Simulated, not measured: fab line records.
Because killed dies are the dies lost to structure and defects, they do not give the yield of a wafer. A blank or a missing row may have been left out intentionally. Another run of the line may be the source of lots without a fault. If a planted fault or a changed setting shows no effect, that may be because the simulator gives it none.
fab line records	flow n5_finfet
[record] lots = 8	wafers = 23	last_day = 15
route steps=1938 shown BEOL_M1@790 BEOL_M4@1111 PASSIVATION@1936
lots that met no fault: from a run of the same line without faults
start_h: hours from the record's first day to the start of the lot's first wafer shown	wait_h: how many hours have passed since the lot's step before this one	" unchanged from the row above	L1.1+2: a single row standing in for several wafers	- value missing, or start not given	* or withheld: withheld	< > ~ a bound
route shown NAME@n: NAME is a module with steps in the file, n the number in the route of the first one	usual: the fault-free wafers' mean and standard deviation	same: alike in all rows	chamber/n: place in a boat	sites: per-site readings	_std_site: their standard deviation	_edge_site: the outer-site mean with the inner-site mean subtracted	radius_mm: how far each site lies from the wafer's centre	mask NAME#n: copy n	behind: the most recent tool/chamber to have shaped the wafer	hold: what put the lot on hold/how long, in hours/how the hold closed	device: names the non-switching transistor (n, p or np)	end of line: tests of these same wafers at the route's end	step lacking rows: just its recipe	killed: dies that structure and defects cost at the first sort, which is not the same as the wafer's yield	map: per-die view of a wafer (x killed, . not killed, _ where there is no die)
set.NAME: the setting that was run; set.NAME@STEP: the one run at that earlier step	model.NAME: the simulator's own value behind a step, which no gauge read
one table for each step of the route and one row for each wafer, over a sample of lots
services: the hour from which a tool's chamber was out of use, counted from the record's first day as start_h (under 0 if before that day), plus the number of hours and why
[[steps]]
[step N5_BEOL_M1_ETCH_77]
[recipe] chemistry = N2/H2	target = underlayer	target_depth_a = 65	mask_material = CAR-EUV	time_s = 5.2	ion_energy_ev = 200	pressure_mtorr = 30	source_w = 840	bias_w = 150	n2_flow_sccm = 200	h2_flow_sccm = 200	ends = cleared
[usual] drypump_motor_current_A = 5.7/0.39	etch_rf_on_time_s = 5.19/0.17	oes_product_au = 0.69/0.075	rf_vpp_V = 525.1/2.2	showerhead_plenum_p_Torr = 2.58/0.067	throttle_valve_pct = 17.68/0.24
lot.wafer	tool	chamber	start_h	wait_h	drypump_motor_current_A	etch_rf_on_time_s	oes_product_au	rf_hours_counter_h	rf_vpp_V	showerhead_plenum_p_Torr	throttle_valve_pct
L440.3	rie_diel-01	3	124.56	0.0	6.2	5.46	0.58	244	521.8	2.52	17.89
L440.4	"	1	"	"	5.7	5.45	0.73	41	526.8	2.70	17.91
L440.5	"	0	"	"	5.6	5.34	0.59	-	521.2	2.49	17.75
L441.1	rie_diel-04	0	130.44	0.0	5.4	5.32	0.64	154	525.8	2.64	17.68
L441.2	"	3	"	"	6.1	4.98	0.71	96	524.9	2.54	17.17
L441.3	"	1	"	"	5.0	5.04	0.66	147	528.5	2.67	17.70
L445.3	rie_diel-04	2	151.18	0.0	6.0	5.08	0.60	246	525.0	2.59	18.10
L445.4	"	1	"	"	4.9	5.08	0.64	156	526.2	2.67	17.75
L445.5	"	0	"	"	5.4	5.27	0.64	-	526.2	2.63	17.71
L447.2	rie_diel-04	1	162.76	0.0	5.0	5.08	0.64	158	527.5	2.67	17.74
L447.3	"	3	"	"	6.1	5.01	0.70	106	525.5	2.54	17.22
L447.4	"	0	"	"	5.4	5.24	0.63	164	526.7	2.63	17.72
L450.1	rie_diel-01	1	182.82	0.0	5.7	5.46	0.70	61	530.1	2.69	17.94
L450.6	"	3	"	"	6.2	5.28	0.81	-	523.3	2.51	17.55
L451.2	rie_diel-04	1	188.78	0.0	5.0	5.08	0.64	166	525.7	2.66	17.75
L451.3	"	0	"	"	5.5	5.24	0.63	172	524.7	2.63	17.73
L451.6	"	0	"	"	5.4	5.29	0.63	-	524.5	2.63	17.71
L452.1	rie_diel-04	1	202.58	0.0	5.0	5.00	0.65	171	528.7	2.66	17.75
L452.3	"	0	"	"	5.5	5.25	0.63	178	527.4	2.63	17.75
L452.4	"	3	"	"	6.1	4.94	0.70	121	523.0	2.53	17.20
L456.2	rie_diel-01	3	222.98	0.0	6.2	5.10	0.79	12	521.7	2.51	17.55
L456.3	"	1	"	"	5.7	5.38	0.70	69	528.1	2.69	17.96
L456.5	"	2	"	"	5.8	4.97	0.76	-	520.3	2.47	17.92
[step N5_BEOL_M1_ETCHBACK_99]
[recipe] chemistry = CHF3	target = SiO2	target_depth_a = 50	time_s = 10.4	source_w = 215	bias_w = 47	Ar_flow_sccm = 200	CHF3_flow_sccm = 12	ion_energy_ev = 100	pressure_mtorr = 30
[usual] drypump_motor_current_A = 5.7/0.4	oes_product_au = 0.81/0.085	rf_vpp_V = 241/5.8	showerhead_plenum_p_Torr = 2.19/0.047	throttle_valve_pct = 16.95/0.22
[same] time_s = 10.4
lot.wafer	tool	chamber	start_h	wait_h	drypump_motor_current_A	oes_product_au	rf_hours_counter_h	rf_vpp_V	showerhead_plenum_p_Torr	throttle_valve_pct
L440.3	rie_diel-04	0	124.79	0.1	5.4	0.75	153	240	2.24	17.08
L440.4	"	1	"	"	5.0	0.77	146	244	2.21	16.71
L440.5	"	2	"	"	6.0	0.69	-	235	2.19	17.39
L441.1	rie_diel-04	2	137.07	6.0	6.0	0.68	244	236	2.19	17.38
L441.2	"	1	"	"	4.9	0.77	150	244	2.21	16.71
L441.3	"	3	"	"	6.1	0.83	98	251	2.20	16.76
L445.3	rie_diel-01	0	152.15	0.8	5.6	0.68	231	237	2.12	17.23
L445.4	"	0	"	"	5.6	0.68	-	236	2.12	17.22
L445.5	"	2	"	"	5.8	0.90	-	241	2.12	17.19
L447.2	rie_diel-05	0	170.00	7.1	5.0	0.72	210	237	2.24	17.03
L447.3	"	1	"	"	5.6	0.88	40	237	2.21	16.98
L447.4	"	1	"	"	5.6	0.87	-	238	2.21	16.95
L450.1	rie_diel-05	1	183.99	0.7	5.6	0.85	45	238	2.21	16.96
L450.6	"	2	"	"	5.7	0.92	-	249	2.18	16.68
L451.2	rie_diel-01	3	193.28	4.3	6.2	0.95	7	232	2.14	16.77
L451.3	"	1	"	"	5.7	0.83	65	245	2.26	16.97
L451.6	"	3	"	"	6.2	0.93	-	234	2.14	16.74
L452.1	rie_diel-01	3	202.81	0.1	6.2	0.92	10	232	2.13	16.75
L452.3	"	2	"	"	5.8	0.87	47	241	2.11	17.25
L452.4	"	1	"	"	5.7	0.84	67	246	2.26	16.97
L456.2	rie_diel-01	2	223.90	0.1	5.8	0.86	49	241	2.11	17.23
L456.3	"	3	"	"	6.2	0.93	12	234	2.13	16.77
L456.5	"	0	"	"	5.6	0.68	-	235	2.12	17.24
[step N5_BEOL_M1_STRIP_36]
[recipe] chemistry = N2/H2	power_w = 450	temp_c = 40	pressure_mtorr = 20	rf_frequency_hz = 6e+07	overash_fraction = 0.3	bias_power_w = 7	h2_frac = 0.5	n2_flow_sccm = 200	h2_flow_sccm = 200
[usual] drypump_motor_current_A = 5.7/0.4	oes_product_au = 0.82/0.086	rf_vpp_V = 59.2/1.4	showerhead_plenum_p_Torr = 2.57/0.071	throttle_valve_pct = 23.4/0.34
lot.wafer	tool	chamber	start_h	wait_h	drypump_motor_current_A	oes_product_au	rf_hours_counter_h	rf_vpp_V	showerhead_plenum_p_Torr	throttle_valve_pct
L440.3	rie_diel-04	0	124.99	0.0	5.5	0.77	153	58.4	2.63	23.3
L440.4	"	1	"	"	5.0	0.77	146	60.2	2.67	23.5
L440.5	"	2	"	"	6.0	0.69	-	60.1	2.59	23.6
L441.1	rie_diel-04	2	137.26	0.0	6.0	0.69	244	58.8	2.59	23.6
L441.2	"	1	"	"	4.9	0.76	150	61.3	2.67	23.5
L441.3	"	3	"	"	6.1	0.85	98	59.9	2.53	22.7
L445.3	rie_diel-01	0	152.35	0.0	5.6	0.69	231	58.1	2.49	23.2
L445.4	"	0	"	"	5.6	0.68	-	58.7	2.49	23.2
L445.5	"	2	"	"	5.8	0.89	-	60.6	2.48	23.7
L447.2	rie_diel-05	0	170.20	0.0	5.0	0.70	210	60.1	2.62	23.6
L447.3	"	1	"	"	5.6	0.88	40	58.1	2.59	23.6
L447.4	"	1	"	"	5.6	0.88	-	59.5	2.59	23.6
L450.1	rie_diel-05	1	184.19	0.0	5.6	0.87	45	58.7	2.58	23.5
L450.6	"	2	"	"	5.7	0.92	-	57.4	2.58	23.2
L451.2	rie_diel-01	3	193.48	0.0	6.2	0.93	8	58.0	2.51	23.4
L451.3	"	1	"	"	5.7	0.87	65	60.8	2.69	23.9
L451.6	"	3	"	"	6.2	0.93	-	60.0	2.51	23.5
L452.1	rie_diel-01	3	203.01	0.0	6.2	0.92	10	61.6	2.51	23.5
L452.3	"	2	"	"	5.8	0.88	47	60.7	2.47	23.6
L452.4	"	1	"	"	5.7	0.86	67	56.7	2.69	23.9
L456.2	rie_diel-01	2	224.10	0.0	5.8	0.86	49	57.6	2.47	23.7
L456.3	"	3	"	"	6.2	0.92	12	58.7	2.50	23.4
L456.5	"	0	"	"	5.6	0.67	-	59.9	2.48	23.3
[step N5_BEOL_M1_TRENCH_ETCH_37]
[recipe] chemistry = C4F6/O2	target_depth_a = 552.07	target = SiOC	time_s = 29	ion_energy_ev = 250	pressure_mtorr = 30	source_w = 355	bias_w = 185	Ar_flow_sccm = 300	C4F6_flow_sccm = 10	O2_flow_sccm = 10
[usual] drypump_motor_current_A = 5.7/0.4	oes_product_au = 0.81/0.085	rf_vpp_V = 666/16	run_length_s = 52.3/0.44	showerhead_plenum_p_Torr = 2.89/0.059	throttle_valve_pct = 20.73/0.22
lot.wafer	tool	chamber	start_h	wait_h	drypump_motor_current_A	oes_product_au	rf_hours_counter_h	rf_vpp_V	run_length_s	showerhead_plenum_p_Torr	throttle_valve_pct
L440.3	rie_diel-04	0	125.03	-	5.4	0.75	153	660	52.8	2.96	20.84
L440.4	"	1	"	"	5.0	0.77	146	677	52.6	2.92	20.39
L440.5	"	2	"	"	6.0	0.69	-	651	52.9	2.90	21.11
L441.1	rie_diel-04	2	137.30	-	6.0	0.68	244	653	53.0	2.90	21.11
L441.2	"	1	"	"	5.0	0.76	150	677	52.1	2.92	20.40
L441.3	"	3	"	"	6.1	0.83	98	692	51.8	2.91	20.57
L445.3	rie_diel-01	0	152.39	-	5.7	0.69	231	652	52.4	2.81	20.94
L445.4	"	0	"	"	5.6	0.69	-	652	52.2	2.81	20.94
L445.5	"	2	"	"	5.8	0.90	-	665	52.1	2.81	21.06
L447.2	rie_diel-05	0	170.24	-	5.0	0.72	210	655	52.7	2.95	20.82
L447.3	"	1	"	"	5.6	0.86	40	656	51.4	2.93	20.82
L447.4	"	1	"	"	5.6	0.86	-	655	51.4	2.93	20.82
L450.1	rie_diel-05	1	184.23	-	5.6	0.86	45	655	51.7	2.92	20.84
L450.6	"	2	"	"	5.7	0.92	-	689	52.3	2.88	20.48
L451.2	rie_diel-01	3	193.52	-	6.2	0.94	8	643	52.9	2.83	20.62
L451.3	"	1	"	"	5.7	0.83	65	675	52.4	2.98	20.73
L451.6	"	3	"	"	6.2	0.93	-	643	52.6	2.83	20.61
L452.1	rie_diel-01	3	203.05	-	6.2	0.93	10	644	52.2	2.82	20.63
L452.3	"	2	"	"	5.8	0.88	47	667	52.5	2.80	21.10
L452.4	"	1	"	"	5.7	0.84	67	674	51.9	2.98	20.74
L456.2	rie_diel-01	2	224.14	-	5.8	0.87	49	667	43.2	2.80	21.09
L456.3	"	3	"	"	6.2	0.91	12	643	52.3	2.82	20.61
L456.5	"	0	"	"	5.6	0.68	-	652	52.0	2.80	20.96
[step N5_BEOL_M1_OCD_MEAS_38]
[usual] trench_depth_nm = 55.4/1.2
lot.wafer	tool	chamber	start_h	wait_h	trench_depth_nm
L440.3	ocd-01	-	125.19	-	54.5
L440.4	"	-	"	"	56.8
L440.5	"	-	"	"	55.6
L441.1	ocd-02	-	137.46	-	55.3
L441.2	"	-	"	"	56.4
L441.3	"	-	"	"	57.0
L445.3	ocd-02	-	152.55	-	53.5
L445.4	"	-	"	"	54.2
L445.5	"	-	"	"	56.4
L447.2	ocd-02	-	170.40	-	55.9
L447.3	"	-	"	"	54.7
L447.4	"	-	"	"	54.3
L450.1	ocd-02	-	184.38	-	54.4
L450.6	"	-	"	"	55.3
L451.2	ocd-01	-	193.68	-	54.7
L451.3	"	-	"	"	54.0
L451.6	"	-	"	"	54.7
L452.1	ocd-02	-	203.20	-	55.0
L452.3	"	-	"	"	56.7
L452.4	"	-	"	"	54.2
L456.2	ocd-02	-	224.29	-	38.6
L456.3	"	-	"	"	54.9
L456.5	"	-	"	"	54.0
[step N5_BEOL_M4_RC_MEAS_101]
[usual] DIBL_N = 35.9/2.5	DIBL_P = 36.0/3	IOFF_N = 0.16/0.047	IOFF_P = 0.21/0.047	ION_N = 671/14	ION_P = 460/8.8	SS_N = 71.5/0.73	SS_P = 73.2/0.91	VT_N = 250/4.3	VT_P = -251/3.6
lot.wafer	tool	chamber	start_h	wait_h	DIBL_N[mV/V]	DIBL_P[mV/V]	IOFF_N[nA/um]	IOFF_P[nA/um]	ION_N[uA/um]	ION_P[uA/um]	SS_N[mV/dec]	SS_P[mV/dec]	VT_N[mV]	VT_P[mV]
L440.3	prober-02	0	162.56	0.3	34.8	34.4	0.14	0.19	662	453	71.0	73.3	250	-254
L440.4	"	0	"	"	37.7	37.2	0.20	0.22	679	465	72.4	73.2	245	-251
L440.5	"	0	"	"	34.1	33.6	0.14	0.17	653	444	70.5	72.7	249	-256
L441.1	prober-01	0	166.79	0.0	35.4	36.4	0.15	0.18	667	451	71.5	73.3	253	-254
L441.2	"	0	"	"	32.2	32.9	0.11	0.16	653	451	70.5	72.3	252	-254
L441.3	"	0	"	"	35.9	37.2	0.16	0.20	682	467	71.4	73.0	250	-254
L445.3	prober-01	0	187.33	0.3	39.6	39.0	0.24	0.26	707	475	71.7	74.3	241	-249
L445.4	"	0	"	"	32.6	29.5	0.10	0.13	654	447	69.6	71.7	256	-256
L445.5	"	0	"	"	40.8	38.8	0.28	0.26	684	460	72.6	74.4	243	-248
L447.2	prober-02	0	206.96	0.2	35.2	34.8	0.16	0.17	677	453	71.7	72.9	250	-256
L447.3	"	0	"	"	32.0	32.5	0.12	0.14	660	452	70.7	72.5	252	-254
L447.4	"	0	"	"	32.7	32.3	0.12	0.14	658	449	70.5	72.9	254	-257
L450.1	prober-02	0	225.20	0.0	36.7	38.3	0.19	0.26	684	480	71.8	73.1	246	-247
L450.6	"	0	"	"	30.7	32.0	0.10	0.18	639	456	70.1	71.6	255	-248
L451.2	prober-01	0	225.38	0.2	33.4	35.1	0.13	0.19	667	470	71.4	72.7	248	-248
L451.3	"	0	"	"	33.2	34.9	0.14	0.20	674	464	71.3	73.4	250	-248
L451.6	"	0	"	"	34.1	36.0	0.15	0.22	675	470	71.1	73.8	250	-244
L452.1	prober-01	0	242.51	0.0	37.4	36.6	0.15	0.22	652	455	71.4	73.4	252	-252
L452.3	"	0	"	"	31.7	30.3	0.09	0.13	658	451	70.4	72.4	256	-260
L452.4	"	0	"	"	41.4	41.5	0.27	0.27	695	458	72.6	74.5	242	-251
L456.2	prober-01	0	266.70	0.2	42.9	42.0	0.31	0.31	689	467	73.1	74.6	240	-247
L456.3	"	0	"	"	37.0	37.6	0.17	0.23	685	471	71.3	73.2	247	-253
L456.5	"	0	"	"	38.6	37.4	0.19	0.22	686	466	72.4	73.3	246	-254
[step N5_PASSIVATION_PROBE_49]
[usual] defect_limited_yield = 91.4/1.4	killed_at_M0_to_M3 = 34/8.9	killed_at_M4_up = 13/4.6	killed_at_contacts = 12/5.5	killed_at_front_end = 41/11	killed_at_other = 3.1/2.9	killed_dies = 102/16	killed_open = 66/11	killed_short = 34/7.6	sort_bin_4_leakage = 0.01/0.14	sort_bin_5_function = 5.1/0.89	sort_bin_6_memory = 3.2/0.61	sort_bin_8_speed = 0.02/0.12	sort_n_pass = 1078/16	sort_yield_pct = 91.3/1.4
[same] gross_dies = 1180	killed_at_back_side = 0
lot.wafer	tool	chamber	start_h	wait_h	defect_limited_yield[%]	killed_at_M0_to_M3	killed_at_M4_up	killed_at_contacts	killed_at_front_end	killed_at_other	killed_dies	killed_open	killed_short	sort_bin_4_leakage[%]	sort_bin_5_function[%]	sort_bin_6_memory[%]	sort_bin_8_speed[%]	sort_n_pass	sort_yield_pct[%]
L440.3	prober-02	-	264.56	0.1	92.5	32	9	6	41	0	88	59	26	0	4.0	3.1	0	1092	92.5
L440.4	prober-02	-	264.61	0.2	89.5	50	6	4	56	8	124	74	50	0	5.8	4.1	0	1056	89.5
L440.5	prober-02	-	264.66	0.2	90.3	35	6	25	41	7	114	69	45	0	6.0	3.3	0	1066	90.3
L441.1	prober-01	-	276.02	0.0	91.2	30	15	9	48	2	104	72	30	0	5.8	3.1	0	1076	91.2
L441.2	prober-01	-	276.07	0.1	89.3	39	8	9	67	3	126	77	44	0	6.7	3.7	0	1054	89.3
L441.3	prober-01	-	276.12	0.1	91.9	26	8	9	50	2	95	59	36	0	5.3	2.4	0	1085	91.9
L445.3	prober-02	-	290.44	0.1	90.8	45	10	16	37	1	109	68	41	0	5.1	3.6	0	1071	90.8
L445.4	prober-02	-	290.49	0.2	91.9	35	9	19	32	1	96	65	29	0	4.6	3.2	0	1084	91.9
L445.5	prober-02	-	290.54	0.2	92.9	31	14	7	29	3	84	53	31	0	4.4	2.5	0	1096	92.9
L447.2	prober-01	-	305.85	0.1	89.2	32	11	10	67	7	127	75	42	0	5.9	3.9	0	1053	89.2
L447.3	prober-01	-	305.90	0.1	90.1	35	9	16	52	5	117	70	47	0	6.2	3.4	0	1063	90.1
L447.4	prober-01	-	305.95	0.2	90.5	28	13	18	53	0	112	73	38	0	5.4	3.7	0	1068	90.5
L451.2	prober-01	-	326.41	0.1	93.6	23	8	9	32	3	75	46	29	0	3.6	2.4	0	1105	93.6
L451.3	prober-01	-	326.46	0.1	91.1	33	20	6	45	1	105	63	41	0	5.3	3.0	0	1075	91.1
L451.6	prober-01	-	326.61	0.3	91.3	34	12	9	44	4	103	71	31	0	5.3	2.9	0	1077	91.3
L450.1	prober-02	-	329.95	0.0	93.8	22	25	5	20	1	73	52	21	0	4.0	2.1	0	1107	93.8
L450.6	prober-02	-	330.20	0.3	90.7	39	15	12	38	6	110	71	39	0	5.5	3.6	1.36	1054	89.3
L452.1	prober-01	-	346.62	0.0	90.0	41	20	19	34	4	118	82	36	0	5.6	3.7	0	1062	90.0
L452.3	prober-01	-	346.72	0.1	91.0	31	16	10	47	2	106	64	35	0	4.8	3.5	0	1074	91.0
L452.4	prober-01	-	346.77	0.2	91.2	27	13	13	47	4	104	64	40	0	5.3	3.3	0	1076	91.2
L456.3	prober-02	-	362.56	0.1	93.5	32	14	7	21	3	77	46	29	0	4.4	1.9	0	1103	93.5
L456.5	prober-02	-	362.66	0.2	91.4	34	24	7	34	2	101	70	26	0	4.8	3.3	0	1079	91.4
// killed by level:class
L440.3 BEOL_M3:geometric_particle:open=14 FIN_SAQP:geometric_particle:open=10 FIN_SAQP:geometric_particle:short=6 BEOL_M1:geometric_particle:open=6 MOL_CONTACT_COAG:geometric_particle:open=5 GATE_CUT:geometric_particle:short=4 BEOL_M2:geometric_particle:open=4 STI_FIN_REVEAL:geometric_particle:open=3
L440.4 BEOL_M0_SAQP:geometric_particle:open=17 BEOL_M0_SAQP:geometric_particle:short=11 FIN_SAQP:geometric_particle:short=9 FIN_SAQP:geometric_particle:open=9 GATE_CUT:geometric_particle:short=8 BEOL_M1:geometric_particle:open=6 STI_FIN_REVEAL:geometric_particle:open=5 DUMMY_GATE:geometric_particle:open=5
L440.5 MOL_CONTACT_COAG:geometric_particle:open=19 BEOL_M2:geometric_particle:open=9 FIN_SAQP:geometric_particle:open=8 BEOL_M0_SAQP:geometric_particle:short=8 BEOL_M3:geometric_particle:open=8 GATE_CUT:geometric_particle:short=6 GATE_CUT:geometric_particle:open=6 MOL_CONTACT_COAG:geometric_particle:short=6
L441.1 STI_FIN_REVEAL:geometric_particle:open=22 BEOL_M0_SAQP:geometric_particle:short=9 FIN_SAQP:geometric_particle:open=6 MOL_CONTACT_COAG:geometric_particle:open=6 BEOL_M2:geometric_particle:open=6 FIN_SAQP:geometric_particle:short=4 DUMMY_GATE:geometric_particle:open=4 BEOL_M0_SAQP:geometric_particle:open=4
L441.2 BEOL_M0_SAQP:geometric_particle:open=17 FIN_SAQP:geometric_particle:open=15 STI_FIN_REVEAL:geometric_particle:open=13 FIN_SAQP:geometric_particle:short=12 MOL_CONTACT_COAG:geometric_particle:open=8 BEOL_M0_SAQP:geometric_particle:short=8 DUMMY_GATE:geometric_particle:open=5 BEOL_M1:geometric_particle:open=5
L441.3 STI_FIN_REVEAL:geometric_particle:open=16 FIN_SAQP:geometric_particle:short=14 MOL_CONTACT_COAG:geometric_particle:open=8 DUMMY_GATE:geometric_particle:open=6 BEOL_M0_SAQP:geometric_particle:short=6 BEOL_M0_SAQP:geometric_particle:open=5 STARTING-WAFER:geometric_particle:short=5 BEOL_M1:geometric_particle:open=4
L445.3 BEOL_M1:geometric_particle:open=16 MOL_CONTACT_COAG:geometric_particle:open=13 GATE_CUT:geometric_particle:short=8 STI_FIN_REVEAL:geometric_particle:open=7 BEOL_M3:geometric_particle:open=7 FIN_SAQP:geometric_particle:open=5 FIN_SAQP:geometric_particle:short=5 BEOL_M0_SAQP:geometric_particle:short=5
L445.4 MOL_CONTACT_COAG:geometric_particle:open=16 BEOL_M3:geometric_particle:open=11 BEOL_M1:geometric_particle:open=11 BEOL_M3:geometric_particle:short=7 FIN_SAQP:geometric_particle:open=5 DUMMY_GATE:geometric_particle:open=5 STARTING-WAFER:geometric_particle:short=5 FIN_SAQP:geometric_particle:short=4
L445.5 FIN_SAQP:geometric_particle:open=6 BEOL_M2:geometric_particle:open=6 STI_FIN_REVEAL:geometric_particle:open=5 DUMMY_GATE:geometric_particle:open=5 BEOL_M0_SAQP:geometric_particle:short=5 BEOL_M1:geometric_particle:open=5 MOL_CONTACT_COAG:geometric_particle:open=4 BEOL_M3:geometric_particle:short=4
L447.2 STI_FIN_REVEAL:geometric_particle:open=15 DUMMY_GATE:geometric_particle:open=9 HKMG_FIN:area_etch=9 MOL_CONTACT_COAG:geometric_particle:open=8 FIN_SAQP:geometric_particle:short=7 BEOL_M0_SAQP:geometric_particle:short=7 BEOL_M1:geometric_particle:open=7 FIN_SAQP:geometric_particle:open=6
L447.3 STI_FIN_REVEAL:geometric_particle:open=22 BEOL_M0_SAQP:geometric_particle:short=16 BEOL_M0_SAQP:geometric_particle:open=13 MOL_CONTACT_COAG:geometric_particle:open=12 STI_FIN_REVEAL:geometric_particle:short=5 FIN_SAQP:geometric_particle:short=4 FIN_SAQP:geometric_particle:open=4 DUMMY_GATE:geometric_particle:open=4
L447.4 FIN_SAQP:geometric_particle:short=17 MOL_CONTACT_COAG:geometric_particle:open=16 FIN_SAQP:geometric_particle:open=14 BEOL_M0_SAQP:geometric_particle:short=9 STI_FIN_REVEAL:geometric_particle:open=6 BEOL_M2:geometric_particle:open=6 BEOL_M4:geometric_particle:open=6 BEOL_M0_SAQP:geometric_particle:open=4
L451.2 STI_FIN_REVEAL:geometric_particle:open=8 FIN_SAQP:geometric_particle:short=6 BEOL_M0_SAQP:geometric_particle:short=6 BEOL_M2:geometric_particle:open=6 MOL_CONTACT_COAG:geometric_particle:open=5 FIN_SAQP:geometric_particle:open=4 MOL_CONTACT_COAG:geometric_particle:short=4 BEOL_M2:geometric_particle:short=3
L451.3 FIN_SAQP:geometric_particle:short=10 BEOL_M2:geometric_particle:open=10 BEOL_M0_SAQP:geometric_particle:short=9 BEOL_M0_SAQP:geometric_particle:open=8 STI_FIN_REVEAL:geometric_particle:open=7 GATE_CUT:geometric_particle:short=7 BEOL_M4:geometric_particle:open=6 FIN_SAQP:geometric_particle:open=4
L451.6 STI_FIN_REVEAL:geometric_particle:open=16 FIN_SAQP:geometric_particle:open=9 MOL_CONTACT_COAG:geometric_particle:open=8 BEOL_M0_SAQP:geometric_particle:short=8 BEOL_M4:geometric_particle:open=7 BEOL_M0_SAQP:geometric_particle:open=6 FIN_SAQP:geometric_particle:short=4 BEOL_M0:geometric_particle:open=4
L450.1 BEOL_M4:geometric_particle:open=8 BEOL_M0_SAQP:geometric_particle:short=7 BEOL_M8:geometric_particle:open=6 FIN_SAQP:geometric_particle:open=4 MOL_CONTACT_COAG:geometric_particle:open=4 BEOL_M0_SAQP:geometric_particle:open=4 BEOL_M1:geometric_particle:open=4 GATE_CUT:geometric_particle:open=3
L450.6 FIN_SAQP:geometric_particle:short=11 MOL_CONTACT_COAG:geometric_particle:open=10 BEOL_M1:geometric_particle:open=10 BEOL_M0_SAQP:geometric_particle:short=9 FIN_SAQP:geometric_particle:open=7 BEOL_M2:geometric_particle:open=7 BEOL_M4:geometric_particle:open=6 BEOL_M0_SAQP:geometric_particle:open=5
L452.1 BEOL_M0_SAQP:geometric_particle:open=15 MOL_CONTACT_COAG:geometric_particle:open=11 BEOL_M4:geometric_particle:open=10 FIN_SAQP:geometric_particle:open=8 MOL_CONTACT_COAG:geometric_particle:short=8 BEOL_M3:geometric_particle:open=7 BEOL_M0_SAQP:geometric_particle:short=6 FIN_SAQP:geometric_particle:short=5
L452.3 FIN_SAQP:geometric_particle:open=11 STI_FIN_REVEAL:geometric_particle:open=11 BEOL_M0_SAQP:geometric_particle:short=11 MOL_CONTACT_COAG:geometric_particle:open=8 BEOL_M0_SAQP:geometric_particle:open=7 HKMG_FIN:area_etch=7 BEOL_M4:geometric_particle:open=6 STARTING-WAFER:geometric_particle:short=6
L452.4 FIN_SAQP:geometric_particle:short=17 FIN_SAQP:geometric_particle:open=15 MOL_CONTACT_COAG:geometric_particle:open=12 BEOL_M0_SAQP:geometric_particle:open=8 BEOL_M0:geometric_particle:open=7 STI_FIN_REVEAL:geometric_particle:open=6 BEOL_M0_SAQP:geometric_particle:short=5 BEOL_M4:geometric_particle:short=4
L456.3 BEOL_M0_SAQP:geometric_particle:open=9 MOL_CONTACT_COAG:geometric_particle:open=7 BEOL_M0_SAQP:geometric_particle:short=7 BEOL_M4:geometric_particle:open=7 FIN_SAQP:geometric_particle:open=4 BEOL_M3:geometric_particle:open=4 FIN_SAQP:geometric_particle:short=3 BEOL_M1:geometric_particle:open=3
L456.5 BEOL_M4:geometric_particle:open=15 BEOL_M1:geometric_particle:open=11 STI_FIN_REVEAL:geometric_particle:open=7 FIN_SAQP:geometric_particle:open=6 MOL_CONTACT_COAG:geometric_particle:open=6 BEOL_M0_SAQP:geometric_particle:short=6 BEOL_M3:geometric_particle:open=5 GATE_CUT:geometric_particle:short=5
[[services]]
tool	chamber	start_h	hours	kind
rie_diel-01	-	100.88	0.9	repair
rie_diel-04	0	135.51	2.6	repair
rie_diel-04	2	137.67	9.0	repair
rie_diel-01	3	146.17	-	clean
rie_diel-01	3	146.17	-	consumable_replace:focus_ring
rie_diel-01	3	146.17	16.4	scheduled_down
rie_diel-01	3	146.17	16.4	vent_cycle
rie_diel-05	3	154.00	3.5	repair
rie_diel-04	-	156.29	1.1	repair
rie_diel-05	3	157.53	-	clean
rie_diel-05	3	157.53	-	consumable_replace:focus_ring
rie_diel-05	3	157.53	14.8	scheduled_down
rie_diel-05	3	157.53	14.8	vent_cycle
rie_diel-04	2	166.11	-	clean
rie_diel-04	2	166.11	-	consumable_replace:focus_ring
rie_diel-04	2	166.11	30.5	scheduled_down
rie_diel-04	2	166.11	30.5	vent_cycle
rie_diel-04	1	173.36	6.0	repair
rie_diel-05	-	200.69	1.2	repair
rie_diel-04	3	204.29	12.3	repair
rie_diel-01	-	205.20	14.6	pm
[[key]]
[first_sign] step = N5_BEOL_M1_TRENCH_ETCH_37	reading = run_length_s	direction = down	sigmas = 21	usual = *	struck = *
[effect] step = N5_BEOL_M1_OCD_MEAS_38	reading = trench_depth_nm	direction = down	sigmas = 14	usual = 55.4	struck = 38.6
met_at N5_BEOL_M1_TRENCH_ETCH_37
struck_lots L456
struck_wafers L456.2
not_acting_at N5_BEOL_M1_ETCH_77,N5_BEOL_M1_ETCHBACK_99,N5_BEOL_M1_STRIP_36
onset_between 203.05 224.14
[fault] kind = process_parameter_drift	tool = rie_diel-01	chamber = 2	onset_h = 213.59	steps = N5_BEOL_M1_TRENCH_ETCH_37	channel = time_s	offset = *	shape = step	end_h = 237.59	acts_in = *	stated = *
